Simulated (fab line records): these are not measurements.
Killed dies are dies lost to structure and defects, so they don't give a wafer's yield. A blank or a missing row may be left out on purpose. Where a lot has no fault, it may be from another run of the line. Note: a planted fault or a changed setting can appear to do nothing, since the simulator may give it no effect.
Chamber matching    flow n5-finfet    N5_BEOL_M6_DESCUM_33 on rie-diel-05: 4 sister chambers
The step chemistry O2, time 7 s. 8 wafers are shown with their chamber, then 8 later ones without.

## WAFERS WITH THEIR CHAMBER
wafer   chamber  drypump-motor-current-A (A)  showerhead-plenum-p-Torr (Torr)
L085.4  3        5.9                          2.11
L085.6  2        6.1                          2.13
L086.1  1        5.3                          2.20
L086.3  2        6.2                          2.13
L084.1  3        5.9                          2.10
L084.2  1        5.3                          2.20
L084.4  0        5.6                          2.07
L088.3  0        5.6                          2.07

## WAFERS MISSING THEIR CHAMBER
wafer   drypump-motor-current-A (A)  showerhead-plenum-p-Torr (Torr)
L088.5  6.1                          2.13
L088.6  5.8                          2.10
L090.1  5.6                          2.07
L090.2  5.8                          2.10
L090.3  5.3                          2.20
L090.4  6.1                          2.13
L090.5  5.6                          2.07
L090.6  5.9                          2.10

## WHICH CHAMBER EACH WENT THROUGH
wafer   from the rows above  in truth
L088.5  2                    2
L088.6  3                    3
L090.1  0                    0
L090.2  3                    3
L090.3  1                    1
L090.4  2                    2
L090.5  0                    0
L090.6  3                    3
8 of 8 placed correctly. Can't be placed from these rows: 0. Number placed wrongly: 0.
How it was worked out, from the rows above alone: a wafer's distance from a chamber is the root of the sum, over the readings, of the square of ((its reading less the chamber's mean) divided by the reading's scatter). If the next closest chamber is less than 2 further off than the closest, the wafer can't be placed; otherwise it belongs to the closest. A chamber's mean is the mean of its shown wafers. How the scatter is found: for the shown wafers, subtract from each reading the mean of its chamber, square and add these, divide the total by (wafers less chambers), then take the root.
